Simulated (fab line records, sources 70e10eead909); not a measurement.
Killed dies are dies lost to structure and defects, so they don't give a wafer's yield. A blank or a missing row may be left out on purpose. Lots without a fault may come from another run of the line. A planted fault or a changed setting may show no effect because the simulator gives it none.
One fault seen from 2 desks | flow nand_harc | each desk has only its own numbers; what lay behind them comes last

THE TOOL OWNER'S DESK: pecvd-04
The tool's own readings at NHARC_A_CONTACT_DEP_24 (deposits SiO2, target thk 500 nm): means of the sampled wafers that have a number, for each lot that ran on this tool. A lot is out of limits, marked OUT, if its mean lies more than 4 standard deviations from the usual mean; the brackets give that distance.
Columns: A = heater_power_outer_w at NHARC_A_CONTACT_DEP_24, usual 314 W; B = heater_power_w at NHARC_A_CONTACT_DEP_24, usual 571 W; C = rf_fwd_power_W at NHARC_A_CONTACT_DEP_24, usual 899.1 W; D = showerhead_vpp_V at NHARC_A_CONTACT_DEP_24, usual 1855 V; E = susceptor_temp_C at NHARC_A_CONTACT_DEP_24, usual 400.00 C; F = throttle_valve_pct at NHARC_A_CONTACT_DEP_24, usual 16.0 %
lot  | first seen here | A   | B   | C                | D    | E      | F
L113 | day 21 10:56    | 336 | 592 | 899.3            | 1875 | 400.03 | 16.2
L114 | day 21 13:50    | 328 | 611 | 898.7            | 1816 | 399.92 | 16.0
L117 | day 22 11:02    | 305 | 585 | 902.5            | 1813 | 400.13 | 16.0
L124 | day 25 16:35    | 285 | 555 | 1020.1 (+45) OUT | 1958 | 399.83 | 15.9
L126 | day 26 11:29    | 217 | 459 | 1138.5 (+89) OUT | 2152 | 400.05 | 16.1
L134 | day 29 22:22    | 308 | 581 | 898.0            | 1809 | 400.01 | 15.8
L136 | day 30 18:19    | 318 | 558 | 901.2            | 1891 | 400.00 | 16.1
This desk's finding: out of limits on L124, L126; first on L124, day 25 16:35 (rf_fwd_power_W at NHARC_A_CONTACT_DEP_24). In limits: L113, L114, L117, L134, L136.

THE METROLOGY DESK
What the gauges read, lot by lot, whatever tool the lot ran on: means of the sampled wafers that have a number. A lot is out of limits, marked OUT, if its mean lies more than 4 standard deviations from the usual mean; the brackets give that distance.
Columns: A = overlay_x_nm at NHARC_A_CONTACT_OVL_MEAS_43, usual 0.1 nm; B = overlay_y_nm at NHARC_A_CONTACT_OVL_MEAS_43, usual 0.1 nm
lot  | first seen here | A    | B
L113 | day 21 18:08    | 0.4  | 0.2
L114 | day 21 20:37    | -0.8 | 0.0
L116 | day 22 11:31    | 2.4  | 0.2
L117 | day 22 16:40    | -1.2 | -0.6
L118 | day 23 16:09    | 0.8  | -0.3
L120 | day 25 15:18    | 0.5  | -0.4
L124 | day 25 21:55    | 0.6  | 0.4
L126 | day 26 22:06    | 0.7  | -0.1
L134 | day 30 03:59    | 0.1  | -0.6
L133 | day 30 04:19    | -0.8 | 2.1
L135 | day 30 18:44    | 0.6  | 0.1
L136 | day 31 00:05    | 0.8  | -0.4
This desk's finding: nothing out of limits on any of the 12 lots.

PUT TOGETHER
The tool owner's desk could have raised an alarm at day 25 16:35, on L124, L126.
The metrology desk saw nothing out of limits.
The metrology desk has L124, L126 on record, within its limits.
Of the lots named, all ran NHARC_A_CONTACT_DEP_24 on pecvd-04.

WHAT THE SIMULATOR HAD PUT IN
Process parameter drift: pecvd-04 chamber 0, from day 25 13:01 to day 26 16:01, at NHARC_A_CONTACT_DEP_24. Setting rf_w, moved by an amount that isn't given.
Lots struck among those shown: L124, L126.
Hours from the fault's start to each desk's first reading out of limits: the tool owner's desk, 4.
